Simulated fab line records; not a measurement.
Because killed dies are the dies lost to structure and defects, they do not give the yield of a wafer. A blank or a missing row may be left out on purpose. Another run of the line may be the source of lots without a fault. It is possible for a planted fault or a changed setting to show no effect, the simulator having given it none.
Which tool did it? :: flow nand harc :: 12 lots with 36 wafers sampled at 5 steps, on a route of 1302 steps

## WHAT EACH GAUGE READ, for each wafer
NHARC_END_SORT_01.
lot: L165
measured: day 24 09:13
on: prober-01
defect limited yield (%): 87 88 89
killed at array: 82 81 69
killed at other: 2 0 0
killed at periphery: 1 0 3
killed dies: 85 81 72
killed open: 2 0 5
killed short: 2 5 5

lot: L164
measured: day 24 08:28
on: prober-02
defect limited yield (%): 87 88 86
killed at array: 79 77 88
killed at other: 5 1 8
killed at periphery: 2 1 2
killed dies: 86 79 98
killed open: 5 3 1
killed short: 1 0 2

lot: L163
measured: day 24 23:42
on: prober-02
defect limited yield (%): 92 94 93
killed at array: 52 39 47
killed at other: 2 1 0
killed at periphery: 1 2 1
killed dies: 55 42 48
killed open: 2 2 4
killed short: 6 2 2

lot: L167
measured: day 26 00:51
on: prober-01
defect limited yield (%): 88 91 90
killed at array: 82 57 66
killed at other: 1 2 4
killed at periphery: 1 2 1
killed dies: 84 61 71
killed open: 5 2 1
killed short: 1 3 2

lot: L169
measured: day 26 02:19
on: prober-02
defect limited yield (%): 89 90 88
killed at array: 74 67 76
killed at other: 0 1 3
killed at periphery: 3 0 5
killed dies: 77 68 84
killed open: 4 1 5
killed short: 2 1 3

lot: L172
measured: day 28 06:11
on: prober-01
defect limited yield (%): 87 90 87
killed at array: 75 65 88
killed at other: 4 0 1
killed at periphery: 6 2 1
killed dies: 85 67 90
killed open: 2 2 1
killed short: 3 2 3

lot: L173
measured: day 28 14:04
on: prober-01
defect limited yield (%): 94 96 94
killed at array: 40 23 37
killed at other: 2 1 1
killed at periphery: 2 2 1
killed dies: 44 26 39
killed open: 3 3 7
killed short: 2 1 4

lot: L174
measured: day 29 01:17
on: prober-02
defect limited yield (%): 91 93 90
killed at array: 47 47 63
killed at other: 3 0 0
killed at periphery: 8 2 5
killed dies: 58 49 68
killed open: 5 0 2
killed short: 4 2 3

lot: L176
measured: day 29 19:11
on: prober-02
defect limited yield (%): 96 96 93
killed at array: 20 23 48
killed at other: 0 0 0
killed at periphery: 4 1 1
killed dies: 24 24 49
killed open: 6 2 7
killed short: 2 3 2

lot: L184
measured: day 33 05:14
on: prober-02
defect limited yield (%): 90 91 93
killed at array: 64 58 46
killed at other: 0 2 2
killed at periphery: 3 0 2
killed dies: 67 60 50
killed open: 6 4 1
killed short: 3 5 0

lot: L185
measured: day 33 12:59
on: prober-02
defect limited yield (%): 94 93 93
killed at array: 34 41 42
killed at other: 0 3 1
killed at periphery: 5 4 3
killed dies: 39 48 46
killed open: 2 5 1
killed short: 0 1 1

lot: L186
measured: day 34 13:49
on: prober-01
defect limited yield (%): 96 94 95
killed at array: 19 26 20
killed at other: 2 4 4
killed at periphery: 3 8 7
killed dies: 24 38 31
killed open: 2 8 5
killed short: 3 0 3

## TOOL THAT RAN EACH LOT (tool first, then ch and the chambers of the sampled wafers, then the start)
lot: L165
NHARC_A_BONDPAD_DESCUM_11: rie diel-02 ch 0,1,2, day 23 00:36
NHARC_A_BONDPAD_ETCH_12: rie diel-02 ch 1,2, day 23 00:49
NHARC_A_BONDPAD_PRE_CLEAN_26: pvd sputter-01, day 23 02:26 or earlier
NHARC_A_BONDPAD_ANNEAL_28: rtp anneal-01 ch 0, day 23 02:26

lot: L164
NHARC_A_BONDPAD_DESCUM_11: rie diel-12 ch 1,3, day 23 01:41
NHARC_A_BONDPAD_ETCH_12: rie diel-12 ch 1,2,3, day 23 01:53
NHARC_A_BONDPAD_PRE_CLEAN_26: pvd sputter-01, day 23 03:30 or earlier
NHARC_A_BONDPAD_ANNEAL_28: rtp anneal-01 ch 0, day 23 03:30

lot: L163
NHARC_A_BONDPAD_DESCUM_11: rie diel-12 ch 0,1,2, day 23 14:04
NHARC_A_BONDPAD_ETCH_12: rie diel-12 ch 1,2,3, day 23 14:15
NHARC_A_BONDPAD_PRE_CLEAN_26: pvd sputter-02, day 23 15:50 or earlier
NHARC_A_BONDPAD_ANNEAL_28: rtp anneal-01 ch 0, day 23 15:50

lot: L167
NHARC_A_BONDPAD_DESCUM_11: rie diel-13 ch 0,1,2, day 24 20:20
NHARC_A_BONDPAD_ETCH_12: rie diel-13 ch 0,1,2, day 24 20:31
NHARC_A_BONDPAD_PRE_CLEAN_26: pvd sputter-02, day 24 22:01 or earlier
NHARC_A_BONDPAD_ANNEAL_28: rtp anneal-02 ch 0, day 24 22:01

lot: L169
NHARC_A_BONDPAD_DESCUM_11: rie diel-12 ch 0,1,3, day 24 22:05
NHARC_A_BONDPAD_ETCH_12: rie diel-12 ch 1,3, day 24 22:16
NHARC_A_BONDPAD_PRE_CLEAN_26: pvd sputter-02, day 24 23:53 or earlier
NHARC_A_BONDPAD_ANNEAL_28: rtp anneal-01 ch 0, day 24 23:53

lot: L172
NHARC_A_BONDPAD_DESCUM_11: rie diel-02 ch 0,2,3, day 26 23:00
NHARC_A_BONDPAD_ETCH_12: rie diel-02 ch 1,2, day 26 23:10
NHARC_A_BONDPAD_PRE_CLEAN_26: pvd sputter-03, day 27 00:47 or earlier
NHARC_A_BONDPAD_ANNEAL_28: rtp anneal-02 ch 0, day 27 00:47

lot: L173
NHARC_A_BONDPAD_DESCUM_11: rie diel-02 ch 0,2,3, day 27 01:38
NHARC_A_BONDPAD_ETCH_12: rie diel-02 ch 1,2, day 27 01:49
NHARC_A_BONDPAD_PRE_CLEAN_26: pvd sputter-03, day 27 03:27 or earlier
NHARC_A_BONDPAD_ANNEAL_28: rtp anneal-02 ch 0, day 27 03:27

lot: L174
NHARC_A_BONDPAD_DESCUM_11: rie diel-02 ch 2,3, day 27 16:25
NHARC_A_BONDPAD_ETCH_12: rie diel-02 ch 0,1, day 27 16:35
NHARC_A_BONDPAD_PRE_CLEAN_26: pvd sputter-03, day 27 18:17 or earlier
NHARC_A_BONDPAD_ANNEAL_28: rtp anneal-01 ch 0, day 27 18:17

lot: L176
NHARC_A_BONDPAD_DESCUM_11: rie diel-02 ch 0,1,2, day 28 14:46
NHARC_A_BONDPAD_ETCH_12: rie diel-02 ch 0,2,3, day 28 14:56
NHARC_A_BONDPAD_PRE_CLEAN_26: pvd sputter-02, day 28 16:33 or earlier
NHARC_A_BONDPAD_ANNEAL_28: rtp anneal-02 ch 0, day 28 16:33

lot: L184
NHARC_A_BONDPAD_DESCUM_11: rie diel-12 ch 0,2, day 31 16:58
NHARC_A_BONDPAD_ETCH_12: rie diel-12 ch 0,1, day 31 17:08
NHARC_A_BONDPAD_PRE_CLEAN_26: pvd sputter-03, day 31 18:41 or earlier
NHARC_A_BONDPAD_ANNEAL_28: rtp anneal-02 ch 0, day 31 18:41

lot: L185
NHARC_A_BONDPAD_DESCUM_11: rie diel-12 ch 1,2, day 31 18:20
NHARC_A_BONDPAD_ETCH_12: rie diel-12 ch 0,2,3, day 31 18:31
NHARC_A_BONDPAD_PRE_CLEAN_26: pvd sputter-02, day 31 20:04 or earlier
NHARC_A_BONDPAD_ANNEAL_28: rtp anneal-01 ch 0, day 31 20:04

lot: L186
NHARC_A_BONDPAD_DESCUM_11: rie diel-12 ch 0,1,3, day 32 23:18
NHARC_A_BONDPAD_ETCH_12: rie diel-12 ch 0,1,2, day 32 23:29
NHARC_A_BONDPAD_PRE_CLEAN_26: pvd sputter-02, day 33 01:04 or earlier
NHARC_A_BONDPAD_ANNEAL_28: rtp anneal-02 ch 0, day 33 01:04
- NHARC_A_BONDPAD_DESCUM_11: chemistry O2, time 3 s.
- NHARC_A_BONDPAD_ETCH_12: etches the open film in CHF3/O2, target depth 220 nm, time 110 s.
- NHARC_A_BONDPAD_PRE_CLEAN_26: time 30 s.
- NHARC_A_BONDPAD_ANNEAL_28: time 90 s.

## WHAT THE TOOLS THEMSELVES READ (means of the sampled wafers that have a number; where no wafer has one, the mark that the record gives instead)
NHARC_A_BONDPAD_DESCUM_11.
lot: L165
tool: rie diel-02
drypump motor current A (A): 6.21
oes product au (a.u.): 1.010
rf vpp V (V): 57.5
showerhead plenum p Torr (Torr): 2.04
throttle valve pct (%): 11.313

lot: L164
tool: rie diel-12
drypump motor current A (A): 5.97
oes product au (a.u.): 1.010
rf vpp V (V): 58.9
showerhead plenum p Torr (Torr): 1.90
throttle valve pct (%): 11.308

lot: L163
tool: rie diel-12
drypump motor current A (A): 5.97
oes product au (a.u.): 0.991
rf vpp V (V): 57.8
showerhead plenum p Torr (Torr): 1.95
throttle valve pct (%): 11.311

lot: L167
tool: rie diel-13
drypump motor current A (A): 6.37
oes product au (a.u.): 1.004
rf vpp V (V): 58.2
showerhead plenum p Torr (Torr): 1.94
throttle valve pct (%): 11.304

lot: L169
tool: rie diel-12
drypump motor current A (A): 6.00
oes product au (a.u.): 1.001
rf vpp V (V): 58.1
showerhead plenum p Torr (Torr): 1.89
throttle valve pct (%): 11.309

lot: L172
tool: rie diel-02
drypump motor current A (A): 6.08
oes product au (a.u.): 1.003
rf vpp V (V): 57.7
showerhead plenum p Torr (Torr): 1.94
throttle valve pct (%): 11.311

lot: L173
tool: rie diel-02
drypump motor current A (A): 6.06
oes product au (a.u.): 1.008
rf vpp V (V): 58.1
showerhead plenum p Torr (Torr): 1.94
throttle valve pct (%): 11.318

lot: L174
tool: rie diel-02
drypump motor current A (A): 6.12
oes product au (a.u.): 1.012
rf vpp V (V): 57.6
showerhead plenum p Torr (Torr): 1.92
throttle valve pct (%): 11.317

lot: L176
tool: rie diel-02
drypump motor current A (A): 6.19
oes product au (a.u.): 0.998
rf vpp V (V): 58.8
showerhead plenum p Torr (Torr): 2.03
throttle valve pct (%): 11.312

lot: L184
tool: rie diel-12
drypump motor current A (A): 5.90
oes product au (a.u.): 0.997
rf vpp V (V): 57.1
showerhead plenum p Torr (Torr): 1.89
throttle valve pct (%): 11.309

lot: L185
tool: rie diel-12
drypump motor current A (A): 6.02
oes product au (a.u.): 1.000
rf vpp V (V): 57.6
showerhead plenum p Torr (Torr): 2.00
throttle valve pct (%): 11.314

lot: L186
tool: rie diel-12
drypump motor current A (A): 6.02
oes product au (a.u.): 0.993
rf vpp V (V): 58.0
showerhead plenum p Torr (Torr): 1.89
throttle valve pct (%): 11.305

NHARC_A_BONDPAD_ETCH_12.
lot: L165
tool: rie diel-02
drypump motor current A (A): 6.27
oes product au (a.u.): 0.927
rf vpp V (V): 372.9
run length s (s): 131.5
showerhead plenum p Torr (Torr): 2.53
throttle valve pct (%): 20.570

lot: L164
tool: rie diel-12
drypump motor current A (A): 5.94
oes product au (a.u.): 0.951
rf vpp V (V): 371.8
run length s (s): 131.0
showerhead plenum p Torr (Torr): 2.46
throttle valve pct (%): 20.571

lot: L163
tool: rie diel-12
drypump motor current A (A): 5.96
oes product au (a.u.): 0.975
rf vpp V (V): 371.3
run length s (s): 131.0
showerhead plenum p Torr (Torr): 2.46
throttle valve pct (%): 20.571

lot: L167
tool: rie diel-13
drypump motor current A (A): 6.37
oes product au (a.u.): 0.926
rf vpp V (V): 371.7
run length s (s): 131.3
showerhead plenum p Torr (Torr): 2.44
throttle valve pct (%): 20.567

lot: L169
tool: rie diel-12
drypump motor current A (A): 5.99
oes product au (a.u.): 0.958
rf vpp V (V): 370.1
run length s (s): 131.1
showerhead plenum p Torr (Torr): 2.39
throttle valve pct (%): 20.563

lot: L172
tool: rie diel-02
drypump motor current A (A): 6.14
oes product au (a.u.): 0.937
rf vpp V (V): 373.7
run length s (s): 131.9
showerhead plenum p Torr (Torr): 2.54
throttle valve pct (%): 20.580

lot: L173
tool: rie diel-02
drypump motor current A (A): 6.25
oes product au (a.u.): 0.932
rf vpp V (V): 373.2
run length s (s): 131.5
showerhead plenum p Torr (Torr): 2.52
throttle valve pct (%): 20.576

lot: L174
tool: rie diel-02
drypump motor current A (A): 6.10
oes product au (a.u.): 0.925
rf vpp V (V): 374.5
run length s (s): 129.4
showerhead plenum p Torr (Torr): 2.57
throttle valve pct (%): 20.571

lot: L176
tool: rie diel-02
drypump motor current A (A): 6.07
oes product au (a.u.): 0.930
rf vpp V (V): 371.0
run length s (s): 129.0
showerhead plenum p Torr (Torr): 2.43
throttle valve pct (%): 20.574

lot: L184
tool: rie diel-12
drypump motor current A (A): 6.04
oes product au (a.u.): 0.962
rf vpp V (V): 369.2
run length s (s): 131.1
showerhead plenum p Torr (Torr): 2.36
throttle valve pct (%): 20.562

lot: L185
tool: rie diel-12
drypump motor current A (A): 5.87
oes product au (a.u.): 0.966
rf vpp V (V): 369.6
run length s (s): 131.2
showerhead plenum p Torr (Torr): 2.38
throttle valve pct (%): 20.570

lot: L186
tool: rie diel-12
drypump motor current A (A): 5.97
oes product au (a.u.): 0.972
rf vpp V (V): 370.9
run length s (s): 131.2
showerhead plenum p Torr (Torr): 2.44
throttle valve pct (%): 20.570

NHARC_A_BONDPAD_PRE_CLEAN_26.
lot: L165
tool: pvd sputter-01
heater power w (W): 374

lot: L164
tool: pvd sputter-01
heater power w (W): 388

lot: L163
tool: pvd sputter-02
heater power w (W): 397

lot: L167
tool: pvd sputter-02
heater power w (W): 376

lot: L169
tool: pvd sputter-02
heater power w (W): 373

lot: L172
tool: pvd sputter-03
heater power w (W): 386

lot: L173
tool: pvd sputter-03
heater power w (W): 390

lot: L174
tool: pvd sputter-03
heater power w (W): 396

lot: L176
tool: pvd sputter-02
heater power w (W): 383

lot: L184
tool: pvd sputter-03
heater power w (W): 381

lot: L185
tool: pvd sputter-02
heater power w (W): 410

lot: L186
tool: pvd sputter-02
heater power w (W): 401

NHARC_A_BONDPAD_ANNEAL_28.
lot: L165
tool: rtp anneal-01
wafer_temp_C_max: 225.9

lot: L164
tool: rtp anneal-01
wafer_temp_C_max: 225.8

lot: L163
tool: rtp anneal-01
wafer_temp_C_max: 226.0

lot: L167
tool: rtp anneal-02
wafer_temp_C_max: 226.2

lot: L169
tool: rtp anneal-01
wafer_temp_C_max: 225.7

lot: L172
tool: rtp anneal-02
wafer_temp_C_max: 226.7

lot: L173
tool: rtp anneal-02
wafer_temp_C_max: 226.2

lot: L174
tool: rtp anneal-01
wafer_temp_C_max: 225.8

lot: L176
tool: rtp anneal-02
wafer_temp_C_max: 226.4

lot: L184
tool: rtp anneal-02
wafer_temp_C_max: 226.2

lot: L185
tool: rtp anneal-01
wafer_temp_C_max: 226.1

lot: L186
tool: rtp anneal-02
wafer_temp_C_max: 226.8

## THE ANSWER, worked out from the rows above alone
Rule: usual is defined by the lots themselves. Put in order of their means at a reading, lots are off if they are a third of the lots or fewer, leave a main group of 4 or more, and stand apart from it by a gap of 3 or more times the standard deviation of the main group's means; of several such gaps the widest counts. A main group whose means are all the same, to the digits that the tables above print for the reading, isn't used. A lot without any number at a reading at which 4 lots or more have one is off too. All remaining lots with rows at the step are treated as sound. After the gauges, taken in route order, come the tools' own readings; for these a lot's mean is taken, as printed above. The first step at which some lot is off is used, and at that step the reading that is off furthest; a lot without a number counts as furthest.
Off at NHARC_A_BONDPAD_ETCH_12 (run length s): L174, L176. The main group: mean 131.3 s, standard deviation 0.27.
A tool fits if, at that step or a process step before it, it ran every lot that is off, and no sound lot after the first of them. One candidate fits, namely rie diel-02 at NHARC_A_BONDPAD_DESCUM_11 and NHARC_A_BONDPAD_ETCH_12. At NHARC_A_BONDPAD_DESCUM_11 its last sound lot is L173 (day 27 01:38), its first lot that is off L174 (day 27 16:25): a fault that began between those two fits.

## WHAT THE SIMULATOR HAD INSERTED
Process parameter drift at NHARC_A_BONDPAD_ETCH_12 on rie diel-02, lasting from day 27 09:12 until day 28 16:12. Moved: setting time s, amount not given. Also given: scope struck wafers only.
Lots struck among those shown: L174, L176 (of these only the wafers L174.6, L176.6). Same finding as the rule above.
